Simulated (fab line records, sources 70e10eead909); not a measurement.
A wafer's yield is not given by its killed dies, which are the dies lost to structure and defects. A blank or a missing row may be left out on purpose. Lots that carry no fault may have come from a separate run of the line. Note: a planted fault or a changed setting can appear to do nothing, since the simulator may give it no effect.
A struck lot beside a sound one	flow nandHarc	40 steps out of a route of 1302
Sound: these wafers, L677.3, L677.4, L677.5. Struck: wafers L684.1, L684.5. (L684.2 of the same lot was not struck and is left out.) The cause comes at the end.
Order at every step that has rows: each side's tool, ch and its chambers, its first start. Under that, the readings that differ: sound wafers	struck wafers	difference of the means	sigmas: that difference in standard deviations of wafers without a fault.
alike: a reading whose means differ by less than 2 such deviations, as well as words and numbers matching on both sides. not compared: withheld readings; readings where some wafer has no value; bounds like >300 that might hide an equal value; numbers whose values overlap and for which the record gives no deviation.
A row with sigmas, a row that says differs or no value, or rows on one side alone: a step with any of these is where the two part. When numbers do not overlap yet have no deviation, they are printed without sigmas and do not part them. A reading that every wafer of one side lacks parts them only if that side has two wafers or more.

NHARC_A_BONDPAD_ETCH_34: etches the open film in N2/H2, target depth 60 nm, overetch 18 nm, time 65.91 s.
  sound on rieDiel-04 ch 0,2,3, day 23 23:57; struck on rieDiel-04 ch 0,2, day 27 23:10
  alike: biasW, drypumpMotorCurrentA, mfcArSccm, oesProductAu, rfVppV, showerheadPlenumPTorr, throttleValvePct
  not compared: rfHoursCounterH
then, 1 step without rows for these wafers: NHARC_A_BONDPAD_ETCH_12 (etches the open film in CHF3/O2, target depth 220 nm, time 110 s).
NHARC_A_BONDPAD_CD_MEAS_13:
  sound: cdSem-03 at day 24 00:12; struck: cdSem-02 at day 27 23:24
  alike: cdNm
NHARC_A_BONDPAD_STRIP_15: strips in O2.
  sound on rieDiel-10 ch 0,2,3, day 24 00:18; struck on rieDiel-10 ch 0,2, day 27 23:30
  alike: drypumpMotorCurrentA, mfcArSccm, oesProductAu, rfVppV, showerheadPlenumPTorr, throttleValvePct
  not compared: rfHoursCounterH
then, 3 steps without rows for these wafers: NHARC_A_BONDPAD_ETCH_24 (etches the open film in CF4/N2, target depth 30 nm, time 72.99 s); NHARC_A_BONDPAD_STRIP_16 (strips in post etch residue remover, time 600 s); NHARC_A_BONDPAD_DEGAS_25 (time 60 s).
NHARC_A_BONDPAD_PRE_CLEAN_26: time 30 s.
  sound on pvdSputter-02; struck on pvdSputter-03
  alike: heaterPowerW
then, 1 step without rows for these wafers: NHARC_A_BONDPAD_PVD_17 (deposits TaN, target thk 5 nm, time 8.06 s).
NHARC_A_BONDPAD_PVD_27: deposits Cu, target thk 30 nm, time 20.49 s.
  sound on pvdSputter-02; struck on pvdSputter-03
  alike: cathodeDcPowerW, throttleValvePct
then, 2 steps without rows for these wafers: NHARC_A_BONDPAD_ECD_18 (material Cu, target thk 400 nm); NHARC_A_BONDPAD_ANNEAL_28 (time 90 s).
NHARC_A_BONDPAD_CMP_19: polishes, t overpolish 30 s, cu recess touch 16 s, target thk 169.82 nm.
  sound on cmp-03 ch 0,1,2, day 24 01:57; struck on cmp-01 ch 1, day 28 01:09
  alike: motorCurrentA, overpolishRunS
NHARC_A_BONDPAD_THK_MEAS_20: measures by xrf.
  sound: filmMetro-02 at day 24 02:15; struck: filmMetro-01 at day 28 01:28
  alike: thkNm
then, 1 step without rows for these wafers: NHARC_A_BONDPAD_SRD_21 (time 30 s, dry time 20 s).
NHARC_A_BONDPAD_INSPECT_23:
  sound: defectInspect-01 at day 24 02:27; struck: defectInspect-02 at day 28 01:42
  alike: rawDefectCount
NHARC_HYBRID_BOND_ACTIVATE_00: chemistry N2, time 60 s.
  sound on rieDiel-12 ch 1,2,3, day 24 02:31; struck on rieDiel-11 ch 3, day 28 01:46
reading	sound	struck	difference	sigmas
drypumpMotorCurrentA (A)	6.2 6.3 5.9	5.4 5.4	-0.7	-2
  alike: mfcArSccm, oesProductAu, rfVppV, showerheadPlenumPTorr
  not compared: rfHoursCounterH
then, 4 steps without rows for these wafers: NHARC_HYBRID_BOND_PRECLEAN_01 (cleans in DIW, time 300 s); NHARC_HYBRID_BOND_SRD_02 (time 30 s, dry time 20 s); NHARC_HYBRID_BOND_BOND_03; NHARC_HYBRID_BOND_ANNEAL_04 (time 7200 s).
NHARC_HYBRID_BOND_OVL_MEAS_05:
  sound: overlay-01 at day 24 13:26; struck: overlay-01 at day 28 11:26
  alike: overlayXNm, overlayYNm
then, 2 steps without rows for these wafers: NHARC_THIN_TSV_GRIND_00; NHARC_THIN_TSV_CMP_01 (polishes).
NHARC_THIN_TSV_THK_MEAS_02: measures by ir.
  sound: filmMetro-01 at day 24 15:08; struck: filmMetro-02 at day 28 14:29
  alike: thkNm
then, 12 steps without rows for these wafers: NHARC_THIN_TSV_SRD_03; NHARC_THIN_TSV_PRECLEAN_41 (cleans in SC1); NHARC_THIN_TSV_SRD_42; NHARC_THIN_TSV_DEP_43 (deposits SiO2, target thk 1328.5 nm); NHARC_THIN_TSV_DEHYDRATE_04 (time 120 s); NHARC_THIN_TSV_HMDS_05 (time 30 s); NHARC_THIN_TSV_COAT_06; NHARC_THIN_TSV_SOFTBAKE_07 (time 95 s); NHARC_THIN_TSV_EBR_08; NHARC_THIN_TSV_EXPOSE_09 (exposes mask TSV); NHARC_THIN_TSV_PEB_10 (peb time 85 s); NHARC_THIN_TSV_DEVELOP_11 (time 70 s).
NHARC_THIN_TSV_CD_MEAS_12 targets a cd of 1000 nm.
  sound on cdSem-02 ch 0, day 24 16:11; struck on cdSem-01 ch 0, day 28 15:32
  alike: cdNm
then, 1 step without rows for these wafers: NHARC_THIN_TSV_HARDBAKE_13 (time 80 s).
NHARC_END_SORT_01:
  only the struck wafers appear in the record here, on prober-01 ch 0 at day 29 11:36; the sound ones have no rows

WHERE THEY PART
Earliest at NHARC_HYBRID_BOND_ACTIVATE_00; latest, in this record, at NHARC_END_SORT_01.

WHY: what had been put in by the simulator
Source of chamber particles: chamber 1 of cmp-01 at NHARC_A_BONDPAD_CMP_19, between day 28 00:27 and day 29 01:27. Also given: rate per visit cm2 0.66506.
